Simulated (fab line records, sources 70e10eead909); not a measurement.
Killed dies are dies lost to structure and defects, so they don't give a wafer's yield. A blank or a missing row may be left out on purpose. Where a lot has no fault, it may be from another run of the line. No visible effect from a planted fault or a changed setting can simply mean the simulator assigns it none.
Chamber matching	flow nand harc	NHARC_A_CHANNEL_HOLE_D1_DEP_01 on pecvd-01 has 3 sister chambers
The step deposits SiON, target thk 140 nm. 27 wafers are shown with their chamber, then 12 later ones without.

EACH WAFER AND ITS CHAMBER
wafer	chamber	heater power w (W)	chamber pressure Torr (Torr)
L075.1	2	597	3.500
L075.4	0	984	3.498
L075.5	2	614	3.509
L079.1	0	834	3.500
L079.2	1	762	3.504
L079.4	0	832	3.504
L078.1	0	970	3.502
L078.4	2	595	3.510
L078.6	0	980	3.504
L080.4	0	951	3.510
L080.5	1	865	3.500
L080.6	2	667	3.501
L084.1	2	733	3.487
L084.3	1	898	3.492
L084.5	0	943	3.507
L085.2	1	842	3.501
L085.3	0	979	3.510
L085.6	1	849	3.507
L086.3	1	838	3.511
L086.4	2	665	3.500
L086.5	1	835	3.508
L088.1	1	835	3.504
L088.4	1	854	3.501
L088.5	0	926	3.516
L091.3	1	853	3.490
L091.4	2	728	3.502
L091.6	0	988	3.504

SIGNATURES (means of the wafers above)
reading	chamber 0	chamber 1	chamber 2	scatter within a chamber
heater power w	938.70	843.10	657.00	50.9
chamber pressure Torr	3.50550	3.50180	3.50129	0.00646
Rule: for a wafer and a chamber, the distance is found by dividing, reading by reading, the gap between the wafer's reading and the chamber's mean by the reading's scatter, squaring, summing and taking the root. The wafer belongs to the nearest chamber; if the next one is less than 2 further off, it can't be placed. How the scatter is found: for the shown wafers, subtract from each reading the mean of its chamber, square and add these, divide the total by (wafers less chambers), then take the root.

WAFERS WITH NO CHAMBER GIVEN
wafer	heater power w (W)	chamber pressure Torr (Torr)
L092.1	789	3.510
L092.3	999	3.519
L092.6	785	3.497
L094.4	704	3.495
L094.5	778	3.505
L094.6	890	3.511
L096.1	918	3.500
L096.2	872	3.518
L096.3	663	3.498
L097.2	942	3.499
L097.3	887	3.503
L097.5	684	3.504

WHICH CHAMBER EACH ONE RAN IN
wafer	from the rows above	in truth
L092.1	can't be placed: 1 or 2 or 0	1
L092.3	can't be placed: 0 or 1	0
L092.6	can't be placed: 1 or 2 or 0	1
L094.4	can't be placed: 2 or 1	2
L094.5	can't be placed: 1 or 2 or 0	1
L094.6	can't be placed: 0 or 1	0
L096.1	can't be placed: 0 or 1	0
L096.2	can't be placed: 0 or 1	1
L096.3	2	2
L097.2	can't be placed: 0 or 1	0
L097.3	can't be placed: 1 or 0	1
L097.5	2	2
Correctly placed: 2 of 12. Not placeable from these rows: 10 (in 10, the candidates include the true chamber). 0 placed wrongly.
